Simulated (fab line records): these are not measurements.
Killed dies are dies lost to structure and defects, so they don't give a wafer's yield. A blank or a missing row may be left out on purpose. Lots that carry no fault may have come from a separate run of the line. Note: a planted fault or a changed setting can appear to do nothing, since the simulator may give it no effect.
Chamber matching -- flow n5_finfet -- 4 sister chambers for N5_BEOL_M13_ETCH_68 on rie_diel-02
The step etches SOC in N2/H2, time 355 s. 20 wafers are shown with their chamber, then 10 later ones without.

## WAFERS WITH THEIR CHAMBER
wafer,chamber,showerhead_plenum_p_Torr (Torr),oes_product_au (a.u.),drypump_motor_current_A (A)
L074.1,1,2.43,0.73,6.2
L074.2,2,2.53,0.72,6.2
L074.3,3,2.60,0.94,6.7
L075.1,2,2.53,0.71,6.1
L075.3,1,2.43,0.74,6.2
L075.5,3,2.60,0.94,6.6
L076.1,3,2.59,0.93,6.7
L076.4,1,2.43,0.73,6.2
L076.5,2,2.52,0.72,6.1
L078.1,2,2.52,0.72,6.1
L078.5,3,2.59,0.93,6.6
L078.6,0,2.65,0.78,5.1
L077.1,3,2.59,0.93,6.6
L077.3,1,2.43,0.73,6.2
L077.5,1,2.43,0.73,6.1
L079.1,0,2.65,0.78,5.1
L079.3,3,2.59,0.92,6.7
L079.5,1,2.43,0.73,6.2
L081.1,1,2.43,0.73,6.1
L081.3,2,2.52,0.71,6.1

SIGNATURES (averages over the wafers above)
reading,chamber 0,chamber 1,chamber 2,chamber 3,scatter within a chamber
showerhead_plenum_p_Torr,2.6500,2.4300,2.5240,2.5933,0.00398
oes_product_au,0.7800,0.7314,0.7160,0.9317,0.00553
drypump_motor_current_A,5.100,6.171,6.120,6.650,0.0483
Rule: for each reading, subtract the chamber's mean from the wafer's reading, divide by that reading's scatter and square the result; add these up over the readings and take the root, which gives the wafer's distance from the chamber. The wafer belongs to the nearest chamber; if the next one is less than 2 further off, it can't be placed. The scatter: take each reading less its chamber's mean, square it, sum over the shown wafers, divide by the number of wafers less the number of chambers, and take the root.

## WAFERS WITHOUT THEIR CHAMBER
wafer,showerhead_plenum_p_Torr (Torr),oes_product_au (a.u.),drypump_motor_current_A (A)
L081.5,2.52,0.71,6.1
L082.2,2.65,0.77,5.1
L082.3,2.52,0.71,6.1
L082.5,2.43,0.72,6.2
L091.1,2.51,0.70,6.1
L091.3,2.58,0.87,6.6
L091.6,2.42,0.72,6.2
L097.1,2.64,0.75,5.1
L097.2,2.42,0.71,6.2
L097.6,2.51,0.69,6.1

## WHICH CHAMBER EACH WENT THROUGH
wafer,from the rows above,in truth
L081.5,2,2
L082.2,0,0
L082.3,2,2
L082.5,1,1
L091.1,2,2
L091.3,3,3
L091.6,1,1
L097.1,0,0
L097.2,1,1
L097.6,2,2
10 of 10 placed correctly. From these rows, 0 cannot be placed. 0 placed wrongly.
